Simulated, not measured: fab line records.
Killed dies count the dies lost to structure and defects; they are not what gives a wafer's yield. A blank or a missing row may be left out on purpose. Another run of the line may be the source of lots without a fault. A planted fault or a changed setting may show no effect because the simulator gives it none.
fab line records	flow nand-harc
record: lots: 13	wafers: 39	last-day: 25
route steps=1159 shown P_ZERO_WELL@18 P_STI@85 P_GATE@131
lots with no fault: from the same line, run without faults
start-h: the number of hours between the record's first day and the start of the first shown wafer of the lot	wait-h: hours elapsed since this lot's preceding step	" repeats the value in the row above	L1.1+2: a single row standing in for several wafers	- no value, or no start given	* or withheld: withheld	< > ~ a bound
route shown NAME@n: names a module that has steps shown in the file, with the first one's number in the route	usual: mean/standard deviation taken from wafers without a fault	same: alike in all rows	chamber/n: place in a boat	sites: the reading at each site	_std_site: how widely they spread, as a standard deviation	_edge_site: inner sites' mean taken away from outer sites' mean	radius-mm: how far each site lies from the wafer's centre	mask NAME#n: copy n	behind: the last tool/chamber to shape the wafer	hold: why the lot was held/for how many hours/how that ended	device: the transistor (n, p or np) that didn't switch	end of line: tests of these same wafers at the route's end	where a step has no rows: the recipe by itself	killed: not the wafer's yield, but the dies lost to structure and defects at the first sort	map: shows each die of a wafer: x if killed, . if not, _ if none is there
set.NAME: the run value of the setting; set.NAME@STEP: its run value at that earlier step	model.NAME: the simulator's own value behind a step, which no gauge read
a sample of lots followed through the steps of the route, with each step as a table and each wafer as a row
services: from which hour (start-h, from the record's first day; less than 0 if before it) a tool's chamber was out of use, for how many hours, and why
== steps ==
step: NHARC_P_ZERO_WELL_ETCH_62
recipe: target-depth-a: 130	time-s: 6.5	chf3-flow-sccm: 50	ar-flow-sccm: 200	rf-w: 500	bias-w: 200	chemistry: CHF3/Ar
usual: drypump-motor-current-A: 5.6/0.33	mfc-ar-sccm: 200.1/0.61	oes-product-au: 0.960/0.018	rf-fwd-power-W: 488.6/2.4	rf-vpp-V: 371.4/2.4	showerhead-plenum-p-Torr: 2.38/0.1	throttle-valve-pct: 20.217/0.0081
same: time-s: 6.5
lot.wafer	tool	chamber	start-h	wait-h	drypump-motor-current-A	mfc-ar-sccm	oes-product-au	rf-fwd-power-W	rf-hours-counter-h	rf-vpp-V	showerhead-plenum-p-Torr	throttle-valve-pct
L953.1	rie-diel-09	1	-	-	5.9	200.8	0.982	492.7	6.5	371.4	2.39	20.220
L953.3	"	3	"	"	5.5	199.3	0.960	488.5	6.1	375.5	2.52	20.223
L953.4	"	0	"	"	5.3	199.4	0.981	487.9	6.8	372.4	2.45	20.229
L954.1	rie-diel-10	0	-	-	5.4	201.3	0.983	491.6	0.4	368.0	2.26	20.215
L954.4	"	2	"	"	5.6	200.5	0.959	491.1	0.8	375.2	2.52	20.219
L954.5	"	1	"	"	5.2	200.8	0.967	486.5	-	371.6	2.38	20.218
L955.2	rie-diel-10	1	-	-	5.3	200.6	0.984	487.5	1.1	372.0	2.38	20.217
L955.3	"	3	"	"	6.2	199.6	0.950	489.5	1.5	370.3	2.27	20.210
L955.5	"	0	"	"	5.4	200.1	0.967	492.7	-	367.5	2.26	20.216
L957.1	rie-diel-10	3	-	-	6.3	200.7	0.965	487.4	2.7	369.3	2.27	20.221
L957.5	"	0	"	"	5.4	200.1	0.954	493.0	-	368.3	2.26	20.227
L957.6	"	1	"	"	5.2	199.4	0.954	487.5	-	370.7	2.38	20.226
L958.2	rie-diel-09	2	-	-	5.0	201.0	0.957	485.0	9.8	373.4	2.40	20.220
L958.1	"	0	"	"	5.2	200.0	0.959	486.5	10.1	372.9	2.45	20.208
L958.3	"	1	"	"	5.9	198.7	0.987	493.1	7.0	370.2	2.39	20.229
L959.4	rie-diel-03	1	-	-	6.0	201.9	0.975	489.9	0.1	373.2	2.46	20.218
L959.3	"	2	"	"	5.4	199.8	0.984	488.2	0.1	369.4	2.27	20.232
L959.6	"	3	"	"	6.0	199.9	0.967	486.0	-	365.5	2.20	20.202
L960.2	rie-diel-03	1	-	-	6.0	199.8	0.956	486.4	0.1	372.5	2.46	20.214
L960.6	"	3	"	"	6.0	200.4	0.989	485.9	-	366.4	2.20	20.224
L960.5	"	0	"	"	5.8	199.1	0.990	487.7	-	374.0	2.49	20.205
L962.3	rie-diel-10	1	-	-	5.2	200.3	0.958	487.1	4.9	371.4	2.38	20.211
L962.1	"	2	"	"	5.6	200.4	0.954	485.2	5.0	373.7	2.52	20.219
L962.6	"	0	"	"	5.4	199.7	0.948	492.9	-	368.9	2.25	20.198
L965.3	rie-diel-03	1	-	-	6.0	198.7	0.978	490.0	2.7	373.1	2.46	20.213
L965.4	"	3	"	"	6.0	199.9	0.970	487.1	2.3	367.5	2.20	20.214
L965.5	"	1	"	"	6.0	199.2	0.968	485.5	-	372.2	2.46	20.222
L967.4	rie-diel-10	1	-	-	5.2	200.5	0.972	488.7	6.1	373.2	2.38	20.219
L967.2	"	3	"	"	6.2	200.4	0.969	489.7	4.4	367.5	2.27	20.186
L967.5	"	1	"	"	5.2	200.3	0.971	486.4	-	372.4	2.38	20.211
L970.2	rie-diel-09	1	-	-	5.9	199.8	0.946	491.8	2.0	371.6	2.39	20.209
L970.5	"	0	"	"	5.3	200.4	0.954	487.4	-	373.3	2.45	20.216
L970.6	"	3	"	"	5.5	200.6	0.966	490.9	-	374.7	2.51	20.225
L975.2	rie-diel-03	1	-	-	6.0	199.8	0.923	484.5	6.7	373.9	2.46	20.213
L975.1	"	2	"	"	5.5	198.9	0.929	488.6	6.5	369.8	2.26	20.217
L975.4	"	2	"	"	5.5	199.4	0.927	485.2	-	368.1	2.26	20.222
L976.2	rie-diel-10	2	-	-	5.6	199.4	0.988	489.0	9.7	374.7	2.52	20.234
L976.4	"	3	"	"	6.3	199.9	0.974	486.4	8.0	370.4	2.27	20.233
L976.3	"	1	"	"	5.2	200.3	0.966	487.9	9.8	371.3	2.38	20.210
step: NHARC_P_STI_INSPECT_11
usual: raw-defect-count: 5.5/3
lot.wafer	tool	chamber	start-h	wait-h	raw-defect-count
L953.1	defect-inspect-02	-	35.01	0.0	9
L953.3	"	-	"	"	6
L953.4	"	-	"	"	10
L954.1	defect-inspect-02	-	43.34	0.0	3
L954.4	"	-	"	"	3
L954.5	"	-	"	"	4
L955.2	defect-inspect-01	-	49.63	0.0	9
L955.3	"	-	"	"	11
L955.5	"	-	"	"	5
L957.1	defect-inspect-02	-	57.19	0.0	8
L957.5	"	-	"	"	2
L957.6	"	-	"	"	8
L958.1	defect-inspect-01	-	64.99	0.0	8
L958.2	"	-	"	"	3
L958.3	"	-	"	"	5
L959.3	defect-inspect-02	-	72.18	0.0	12
L959.4	"	-	"	"	15
L959.6	"	-	"	"	11
L960.2	defect-inspect-01	-	80.65	0.0	1
L960.5	"	-	"	"	5
L960.6	"	-	"	"	8
L962.1	defect-inspect-02	-	89.42	0.0	6
L962.3	"	-	"	"	7
L962.6	"	-	"	"	3
L965.3	defect-inspect-02	-	109.14	0.0	2
L965.4	"	-	"	"	11
L965.5	"	-	"	"	10
L967.2	defect-inspect-01	-	119.48	0.0	5
L967.4	"	-	"	"	3
L967.5	"	-	"	"	3
L970.2	defect-inspect-01	-	139.68	0.0	3
L970.5	"	-	"	"	7
L970.6	"	-	"	"	3
L975.1	defect-inspect-02	-	166.86	0.0	4
L975.2	"	-	"	"	5
L975.4	"	-	"	"	4
L976.2	defect-inspect-02	-	172.81	0.0	8
L976.3	"	-	"	"	5
L976.4	"	-	"	"	8
step: NHARC_P_STI_HDPCVD_20
recipe: target-thk-a: withheld	sigma-open-frac: withheld	material: SiO2
lot.wafer	tool	chamber	start-h	wait-h
L953.1+4+3	hdpcvd-01	1,0,1	42.33	1.0
L954.1+4+5	hdpcvd-01	1,1,0	53.04	0.4
L955.2+3+5	hdpcvd-01	0	60.23	0.4
L957.1+6+5	hdpcvd-01	1,1,0	69.08	0.4
L958.1+2+3	hdpcvd-01	0,1,1	77.29	0.4
L959.4+3+6	hdpcvd-01	1,0,0	81.91	0.5
L960.2+6+5	hdpcvd-01	1,1,0	94.14	0.9
L962.1+3+6	hdpcvd-01	0,1,0	99.29	0.5
L965.4+3+5	hdpcvd-01	0,1,1	125.07	6.2
L965.4+3+5	hdpcvd-01	0,1,1	126.10	1.0
L967.2+4+5	hdpcvd-01	0	127.48	1.0
L970.2+5+6	hdpcvd-01	0,0,1	149.29	0.4
L970.2+5+6	hdpcvd-01	0,0,1	150.33	1.0
L975.1+2+4	hdpcvd-01	1,0,0	175.01	0.9
L976.2+4+3	hdpcvd-01	1,1,0	182.66	0.4
step: NHARC_P_GATE_HM_DEP_102
recipe: target-thk-a: 1200	temp-c: 400	material: aC
usual: susceptor-temp-C: 400.05/0.19	throttle-valve-pct: 34.999/0.0089
lot.wafer	tool	chamber	start-h	wait-h	susceptor-temp-C	throttle-valve-pct
L953.1	acl-dep-02	0	81.98	0.4	400.02	34.992
L953.3	"	0	"	"	399.90	34.991
L953.4	"	0	"	"	400.24	35.004
L954.1	acl-dep-03	0	94.59	0.4	400.14	35.003
L954.4	"	0	"	"	400.13	35.006
L954.5	"	0	"	"	399.79	34.995
L955.2	acl-dep-03	0	100.81	1.4	-	35.000
L955.3	"	0	"	"	-	35.002
L955.5	"	0	"	"	-	35.000
L957.1	acl-dep-03	0	107.45	0.4	400.04	35.018
L957.5	"	0	"	"	399.91	34.998
L957.6	"	0	"	"	399.84	34.999
L958.1	acl-dep-03	0	121.49	3.3	400.06	34.995
L958.2	"	0	"	"	400.24	35.010
L958.3	"	0	"	"	400.27	35.006
L959.3	acl-dep-02	0	124.69	0.6	399.98	35.018
L959.4	"	0	"	"	400.09	35.004
L959.6	"	0	"	"	399.92	35.000
L960.2	acl-dep-02	0	135.19	0.5	400.38	34.992
L960.5	"	0	"	"	400.03	35.011
L960.6	"	0	"	"	400.21	35.012
L962.1	acl-dep-01	0	143.48	0.4	400.11	35.009
L962.3	"	0	"	"	400.06	35.008
L962.6	"	0	"	"	400.29	34.993
L967.2	acl-dep-02	0	163.66	0.5	-	34.987
L967.4	"	0	"	"	-	34.997
L967.5	"	0	"	"	-	35.017
L965.3	acl-dep-03	0	164.40	1.2	400.28	34.990
L965.4	"	0	"	"	400.20	35.000
L965.5	"	0	"	"	400.03	34.986
L970.2	acl-dep-02	0	190.16	0.5	400.17	34.986
L970.5	"	0	"	"	399.61	34.988
L970.6	"	0	"	"	399.98	34.998
L975.1	acl-dep-01	0	216.46	1.4	400.00	35.003
L975.2	"	0	"	"	399.79	35.014
L975.4	"	0	"	"	399.75	35.002
L976.2	acl-dep-01	0	230.29	1.8	399.60	34.990
L976.3	"	0	"	"	399.87	34.992
L976.4	"	0	"	"	400.42	34.986
== services ==
tool	chamber	start-h	hours	kind
rie-diel-10	-	-0.50	9.0	pm
rie-diel-10	0	14.67	3.9	repair
rie-diel-09	1	23.58	17.4	repair
rie-diel-03	-	38.30	9.0	pm
rie-diel-09	1	41.91	1.5	repair
acl-dep-03	-	42.98	13.0	pm
rie-diel-10	3	43.85	45.1	repair
rie-diel-09	2	54.03	15.6	repair
rie-diel-09	-	77.10	9.0	pm
rie-diel-09	1	105.86	5.1	repair
hdpcvd-01	-	111.41	13.0	pm
hdpcvd-01	0	111.41	13.0	vent-cycle
acl-dep-01	-	112.52	13.0	pm
rie-diel-10	1	113.22	1.4	repair
rie-diel-09	2	114.18	5.9	repair
rie-diel-10	3	119.27	11.2	repair
acl-dep-02	-	121.69	0.8	repair
rie-diel-03	3	135.09	13.8	repair
rie-diel-03	1	157.87	9.1	repair
acl-dep-02	-	168.56	13.0	pm
rie-diel-10	-	176.50	9.0	pm
rie-diel-09	2	199.93	2.5	repair
rie-diel-03	-	215.30	9.0	pm
acl-dep-03	-	225.05	13.0	pm
== key ==
first-sign: step: NHARC_P_STI_HDPCVD_20	reading: visit	direction: added
effect none on later readings
met-at NHARC_P_STI_HDPCVD_20
struck-lots L965,L970
tester-left-out L965,L970
not-acting-at NHARC_P_ZERO_WELL_ETCH_62,NHARC_P_STI_INSPECT_11,NHARC_P_GATE_HM_DEP_102
fault: kind: repeated-step-whole	tool: hdpcvd-01	chamber: -	onset-h: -	steps: NHARC_P_STI_HDPCVD_20	times: 1	scope: struck-lots-only
tester-left-out: of these lots the tester's yield and bins aren't shown, on N5 and GAA mostly nor the transistor test; their killed dies are dies lost to structure and defects alone, not to doping, threshold or leakage, so they don't give the yield
